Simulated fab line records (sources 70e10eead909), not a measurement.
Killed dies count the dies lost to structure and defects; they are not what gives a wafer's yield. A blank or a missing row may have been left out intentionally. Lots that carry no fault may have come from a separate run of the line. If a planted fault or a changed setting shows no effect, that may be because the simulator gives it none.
Matching of chambers -- flow nand harc -- NHARC_P_M0_DEP_32 on pecvd-04: 3 sister chambers
The step deposits SiCN, target thk 30 nm. 20 wafers are shown with their chamber, then 10 later ones without.

WAFERS WITH THEIR CHAMBER
wafer,chamber,showerhead vpp V (V),heater power w (W),rf fwd power W (W)
L074.2,0,1445,480,449.1
L074.3,2,1328,489,446.8
L074.6,1,1358,499,450.0
L078.1,2,1335,487,450.7
L078.2,1,1329,505,448.9
L078.3,0,1468,569,446.8
L082.1,1,1325,525,449.1
L082.2,2,1327,554,451.0
L082.5,0,1443,493,449.2
L084.2,1,1309,430,449.7
L084.4,2,1329,533,445.5
L084.6,1,1345,441,448.1
L086.3,2,1325,551,448.5
L086.4,2,1323,556,444.9
L086.6,1,1313,438,448.4
L087.3,2,1331,528,448.1
L087.4,1,1305,439,450.4
L087.6,0,1439,576,449.4
L090.2,1,1310,475,448.1
L090.3,0,1454,559,447.6

SIGNATURES, as means of the wafers listed above
reading,chamber 0,chamber 1,chamber 2,scatter within a chamber
showerhead vpp V,1449.80,1324.25,1328.29,13.6
heater power w,535.40,469.00,528.29,36.7
rf fwd power W,448.420,449.087,447.929,1.62
Rule: a wafer lies at a distance from a chamber equal to the root of the sum of squares, over the readings, of (its reading less the chamber's mean, divided by the reading's scatter). The wafer belongs to the nearest chamber; if the next one is less than 2 further off, it can't be placed. The scatter: the root of (the sum of the squares of (reading less its chamber's mean) over the shown wafers, divided by (wafers less chambers)).

WAFERS WITHOUT THEIR CHAMBER
wafer,showerhead vpp V (V),heater power w (W),rf fwd power W (W)
L090.5,1442,562,447.0
L091.3,1316,457,453.1
L091.4,1359,588,450.6
L091.6,1320,437,449.0
L092.4,1319,510,449.8
L092.5,1445,552,446.8
L092.6,1312,434,448.6
L093.4,1313,413,449.5
L093.5,1468,514,449.9
L093.6,1341,556,447.0

WHICH CHAMBER EACH WENT THROUGH
wafer,from the rows above,in truth
L090.5,0,0
L091.3,can't be placed: 1 or 2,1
L091.4,can't be placed: 2 or 1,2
L091.6,can't be placed: 1 or 2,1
L092.4,can't be placed: 1 or 2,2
L092.5,0,0
L092.6,can't be placed: 1 or 2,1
L093.4,can't be placed: 1 or 2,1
L093.5,0,0
L093.6,can't be placed: 2 or 1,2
3 of 10 placed correctly. From these rows, 7 cannot be placed; in 7 the true chamber is one of the candidates. Placed wrongly: 0.
